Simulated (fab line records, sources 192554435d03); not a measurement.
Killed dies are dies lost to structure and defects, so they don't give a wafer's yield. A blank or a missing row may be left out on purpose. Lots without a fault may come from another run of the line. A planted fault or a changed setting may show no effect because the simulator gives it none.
Split-lot experiment | flow n5_finfet | 7 lots, 21 wafers read, on a route of 1938 steps

THE SPLIT
At N5_HKMG_FIN_ETCH_55 (etches SOC in N2/H2, target depth 240 nm, time 300 s), the setting time_s was moved away from the recipe's 300 s on 5 of the 21 wafers read, by -15.5% to +13.5%. The other wafers ran this setting at the recipe's value.

The reading is taken at the split's own step.

THE READING
etch.depth_nm (the simulator's own value, which no gauge read), in nm, at N5_HKMG_FIN_ETCH_55 (etches SOC in N2/H2, target depth 240 nm, time 300 s). The file gives no usual value for it. The 16 wafers here that ran the recipe average 238.2 nm, standard deviation 6.2 nm.

wafer  | tool, chamber at the split | time_s as run, s | against the recipe | etch.depth_nm, nm | against lot-mates on the recipe
L074.2 | rie_diel-06, 3             | 253.5            | -15.5%             | 202.8             | -32.0
L074.4 | rie_diel-06, 0             | 253.5            | -15.5%             | 205               | -29.8
L074.5 | rie_diel-06, 1             | 300              | recipe             | 234.8             | -
L079.1 | rie_diel-05, 2             | 300              | recipe             | 230.5             | -
L079.2 | rie_diel-05, 1             | 317.7            | +5.9%              | 251.7             | +18.6
L079.5 | rie_diel-05, 1             | 300              | recipe             | 235.6             | -
L084.4 | rie_diel-02, 0             | 300              | recipe             | 250.6             | -
L084.5 | rie_diel-02, 0             | 340.5            | +13.5%             | 284.2             | +41.2
L084.6 | rie_diel-02, 3             | 300              | recipe             | 235.4             | -
L086.4 | rie_diel-06, 3             | 300              | recipe             | 234.4             | -
L086.5 | rie_diel-06, 0             | 300              | recipe             | 244.3             | -
L086.6 | rie_diel-06, 1             | 300              | recipe             | 234.9             | -
L089.3 | rie_diel-02, 2             | 300              | recipe             | 235               | -
L089.4 | rie_diel-02, 0             | 300              | recipe             | 250.9             | -
L089.6 | rie_diel-02, 2             | 300              | recipe             | 236.6             | -
L093.1 | rie_diel-06, 1             | 300              | recipe             | 233.9             | -
L093.4 | rie_diel-06, 0             | 300              | recipe             | 239.9             | -
L093.5 | rie_diel-06, 2             | 300              | recipe             | 245.8             | -
L096.1 | rie_diel-02, 2             | 300              | recipe             | 231.1             | -
L096.2 | rie_diel-02, 1             | 300              | recipe             | 237               | -
L096.6 | rie_diel-02, 0             | 270.2            | -9.9%              | 223               | -11.1

THE FIT
A straight line over all 21 wafers: etch.depth_nm changes by +2.44 nm for each +1% of time_s; r = +0.92; the points scatter about the line by 6.7 nm.
The same after taking each lot's own level away (the mean of its wafers on the recipe; 21 wafers): +2.22 nm for each +1%; r = +0.92; scatter 6 nm.
On that fit, the largest move of time_s shifts the reading by 34 nm.
The lots' own levels span 233.05 to 243.00 nm, that is 1.6 times the standard deviation above.
So the lot-to-lot level changes the slope little: the two slopes agree.
Check: with one of the wafers moved furthest among these (-15.5%) left out of the fit, the line predicts -33.2 nm for it against its lot-mates. It came out at -32 nm against them.

OTHER SPLITS ON THESE WAFERS
These wafers also went through other splits before the reading. Each is held against what the fit with the lots' levels taken away leaves over:
other split on the same wafers | wafers away from the commonest value | r with etch.depth_nm (lot level and that fit taken away)
N5_SDB_COAT_04 spin_rpm        | 8                                    | +0.00

THE WHOLE CHAIN: every reading that the file lists as answering this split, in the file's order
step                | what it does                                         | reading                                                                    | change (the file's fit)              | r (the file's)
N5_HKMG_FIN_ETCH_55 | etches SOC in N2/H2, target depth 240 nm, time 300 s | HKMG_FIN.feature_depth_nm (the simulator's own value, which no gauge read) | +2.26 nm for each +1% of the setting | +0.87
N5_HKMG_FIN_ETCH_55 | etches SOC in N2/H2, target depth 240 nm, time 300 s | etch.depth_nm (the simulator's own value, which no gauge read)             | +2.26 nm for each +1% of the setting | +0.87

THE FILE'S OWN FIT
etch.depth_nm changes by +2.26 nm for each +1% of time_s, r = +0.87.
